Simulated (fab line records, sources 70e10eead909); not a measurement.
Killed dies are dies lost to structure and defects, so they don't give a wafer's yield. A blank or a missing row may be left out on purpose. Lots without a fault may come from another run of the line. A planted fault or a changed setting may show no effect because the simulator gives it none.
Problem report in the 8D (eight disciplines) form, filled by code | flow nand_harc | the parts of the form that need people (team, actions taken, sign-off) are left out

1. THE PROBLEM
killed_at_array at NHARC_END_SORT_01 reads a mean of 108 on 6 wafers of 2 lots; wafers without a fault read 29 with a standard deviation of 11. That is +7.2 standard deviations from the usual mean.
First seen on wafer L479.1, day 23 22:25, on prober-02. The record holds 9 wafers of 3 lots with a number at this step. Rule for "out", or "out of limits": more than 4 standard deviations from the usual mean. The other wafers with a number count as sound.

2. WHAT IT IS AND WHAT IT IS NOT
question                    | is                           | is not
which readings at this step | killed_at_array, killed_dies | killed_at_other, killed_open, killed_short
which lots                  | L479, L481                   | L484
which wafers of those lots  | all that have a number       | -
read on which gauges        | prober-01, prober-02         | -
when                        | from day 23 22:25            | up to then (0 sound wafers); but 3 sound wafers of L484 came after

3. SUSPECTS, AND WHAT RULES EACH OUT
Counting: a tool at a process step up to the reading stays a suspect if it ran every lot that is out and no sound lot after the first of them.
- the gauge at NHARC_END_SORT_01: ruled out. The wafers that are out were read on 2 gauges (prober-01, prober-02).
- har_cap_etch-02 at NHARC_A_CONTACT_ETCH_113 (etches the open film in C4F8/O2/Ar, time 94 s, target depth 922 nm): kept. It ran every lot that is out, first L479 (day 20 14:21), and no sound lot after that.
- pvd_sputter-01 at NHARC_A_BONDPAD_PVD_27 (deposits Cu, target thk 30 nm, time 20.49 s): ruled out as a lasting fault. Sound lots L484 ran on it after its first lot that is out, L479 (day 22 06:22). NHARC_A_BONDPAD_PVD_27 gives no start for some lots, so the hours and the order of its lots are those of NHARC_A_BONDPAD_ANNEAL_28.
Left after counting: har_cap_etch-02 at NHARC_A_CONTACT_ETCH_113.

4. THE CAUSE (what the simulator had put in)
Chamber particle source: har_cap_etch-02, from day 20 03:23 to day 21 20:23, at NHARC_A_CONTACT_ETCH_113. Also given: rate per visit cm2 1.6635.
Counting left only this tool.

5. THE CHAIN OF EFFECTS, in route order
Each row: a reading whose mean over the struck wafers that have a number lies more than 3 standard deviations from the usual. Only readings for which the record gives a usual standard deviation are gone through. hours: the time from each lot's start at the first step in this table that gives one to its start at this step, as a median over the lots. sigmas: the change in usual standard deviations.
hours | step              | reading         | usual | on struck wafers | change | sigmas
0     | NHARC_END_SORT_01 | killed_at_array | 29    | 108              | +79    | +7.2
0     | NHARC_END_SORT_01 | killed_dies     | 33    | 112              | +79    | +6.6

6. WHAT WOULD HAVE CAUGHT IT SOONER
In this record the first reading out of limits at a measuring or inspecting step was taken at day 23 22:25, 91 hours after the fault began at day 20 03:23.
All the lots that are out (2) had begun NHARC_A_CONTACT_ETCH_113 on har_cap_etch-02 by day 23 22:25. A hold on the tool at that time would have spared none of them.
